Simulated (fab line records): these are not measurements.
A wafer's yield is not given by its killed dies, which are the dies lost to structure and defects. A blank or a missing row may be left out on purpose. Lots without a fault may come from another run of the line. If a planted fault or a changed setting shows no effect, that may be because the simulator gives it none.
Check of tool commonality + flow n5Finfet + 35 wafers sampled across 12 lots

## WHY THIS WAS OPENED
At N5_SD_EPI_P_INSPECT_26 the reading rawDefectCount is flagged on 2 of 12 lots. Wafers without a fault read 173, standard deviation 35.
Rule: a lot gets a flag if all its wafers with a number sit over 4 standard deviations from that mean, or if no wafer of it has a number. All remaining lots are regarded as sound.

| lot  | measured    | on               | rawDefectCount, wafer by wafer | flag    |
|------|-------------|------------------|--------------------------------|---------|
| L986 | day 3 20:51 | defectInspect-02 | 171 139 177                    |         |
| L989 | day 4 16:42 | defectInspect-01 | 142 179                        |         |
| L990 | day 5 01:50 | defectInspect-01 | 134 121 130                    |         |
| L991 | day 5 05:37 | defectInspect-02 | 218 273 217                    |         |
| L993 | day 5 20:10 | defectInspect-02 | 216 224 177                    |         |
| L995 | day 6 05:12 | defectInspect-01 | 153 106 173                    |         |
| L100 | day 7 18:14 | defectInspect-02 | 177 168 130                    |         |
| L101 | day 7 22:18 | defectInspect-02 | 607 640 583                    | FLAGGED |
| L102 | day 7 23:47 | defectInspect-01 | 599 584 562                    | FLAGGED |
| L103 | day 8 11:18 | defectInspect-02 | 167 189 159                    |         |
| L104 | day 8 12:22 | defectInspect-01 | 166 163 206                    |         |
| L107 | day 9 06:39 | defectInspect-02 | 166 118 147                    |         |
The numbers of the flagged lots are 596 on average: +423 against the usual, or +12 standard deviations.

## LOT BY LOT: THE TOOL USED
The record holds 2 process steps before the reading, out of a route of 1938 steps. Each cell gives the tool, then ch followed by the chambers the sampled wafers passed through, then the start.
| lot  | flag    | N5_SD_EPI_P_DESCUM_14            | N5_SD_EPI_P_STRIP_40               |
|------|---------|----------------------------------|------------------------------------|
| L986 |         | rieDiel-01 ch 0,2,3, day 3 17:07 | plasmaAsher-01 ch 0,1, day 3 17:58 |
| L989 |         | rieDiel-03 ch 1,3, day 4 12:59   | plasmaAsher-01 ch 0,1, day 4 13:49 |
| L990 |         | rieDiel-03 ch 1,2,3, day 4 21:49 | plasmaAsher-01 ch 0,1, day 4 22:58 |
| L991 |         | rieDiel-03 ch 1,2, day 5 01:54   | plasmaAsher-02 ch 0,1, day 5 02:44 |
| L993 |         | rieDiel-03 ch 0,1,2, day 5 16:27 | plasmaAsher-01 ch 0,1, day 5 17:17 |
| L995 |         | rieDiel-02 ch 1,2,3, day 6 01:28 | plasmaAsher-02 ch 0,1, day 6 02:18 |
| L100 |         | rieDiel-01 ch 0,1,2, day 7 14:32 | plasmaAsher-01 ch 0,1, day 7 15:22 |
| L101 | FLAGGED | rieDiel-01 ch 0,2, day 7 18:28   | plasmaAsher-02 ch 0,1, day 7 19:18 |
| L102 | FLAGGED | rieDiel-01 ch 0,1,3, day 7 20:03 | plasmaAsher-02 ch 0, day 7 20:53   |
| L103 |         | rieDiel-01 ch 1,2, day 8 07:34   | plasmaAsher-01 ch 0,1, day 8 08:26 |
| L104 |         | rieDiel-01 ch 1,2, day 8 08:39   | plasmaAsher-01 ch 0,1, day 8 09:29 |
| L107 |         | rieDiel-03 ch 0,1, day 9 02:56   | plasmaAsher-01 ch 0,1, day 9 03:46 |
What is done by these steps:
- N5_SD_EPI_P_DESCUM_14: chemistry O2, time 7.9 s.
- N5_SD_EPI_P_STRIP_40: strips in N2/H2.
- N5_SD_EPI_P_INSPECT_26: inspects for defects (darkfield).

## FLAGGED OVER TOTAL, TOOL BY TOOL (the gauges that took the reading come last)
| step                   | tool             | lots run | flagged | share of the flagged lots | sound lots run after its first flagged lot |
|------------------------|------------------|----------|---------|---------------------------|--------------------------------------------|
| N5_SD_EPI_P_DESCUM_14  | rieDiel-01       | 6        | 2       | all                       | 2 (L103,L104)                              |
| N5_SD_EPI_P_DESCUM_14  | rieDiel-02       | 1        | 0       | none                      | -                                          |
| N5_SD_EPI_P_DESCUM_14  | rieDiel-03       | 5        | 0       | none                      | -                                          |
| N5_SD_EPI_P_STRIP_40   | plasmaAsher-01   | 8        | 0       | none                      | -                                          |
| N5_SD_EPI_P_STRIP_40   | plasmaAsher-02   | 4        | 2       | all                       | 0                                          |
| N5_SD_EPI_P_INSPECT_26 | defectInspect-01 | 5        | 1       | some                      | 1 (L104)                                   |
| N5_SD_EPI_P_INSPECT_26 | defectInspect-02 | 7        | 1       | some                      | 2 (L103,L107)                              |

## WHAT IS ALLOWED BY THE TABLE
rieDiel-01 at N5_SD_EPI_P_DESCUM_14 and plasmaAsher-02 at N5_SD_EPI_P_STRIP_40 are the 2 rows of the table that ran each flagged lot.
- rieDiel-01 at N5_SD_EPI_P_DESCUM_14: 2 of its 6 lots flagged. Sound lots followed the first flagged one (L103, L104) on it, something a lasting fault affecting the whole tool could not allow.
- plasmaAsher-02 at N5_SD_EPI_P_STRIP_40: 2 of its 4 lots flagged. It ran its last sound lot, L995, at day 6 02:18 and its first flagged lot, L101, at day 7 19:18: a fault with its onset between the two fits.
Just one tool remains: plasmaAsher-02 at N5_SD_EPI_P_STRIP_40.

## WHAT THE SIMULATOR HAD PUT IN
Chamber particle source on plasmaAsher-02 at N5_SD_EPI_P_STRIP_40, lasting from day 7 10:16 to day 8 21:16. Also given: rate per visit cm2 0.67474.
Lots struck among those shown: L101, L102. This agrees with what the rule above found.
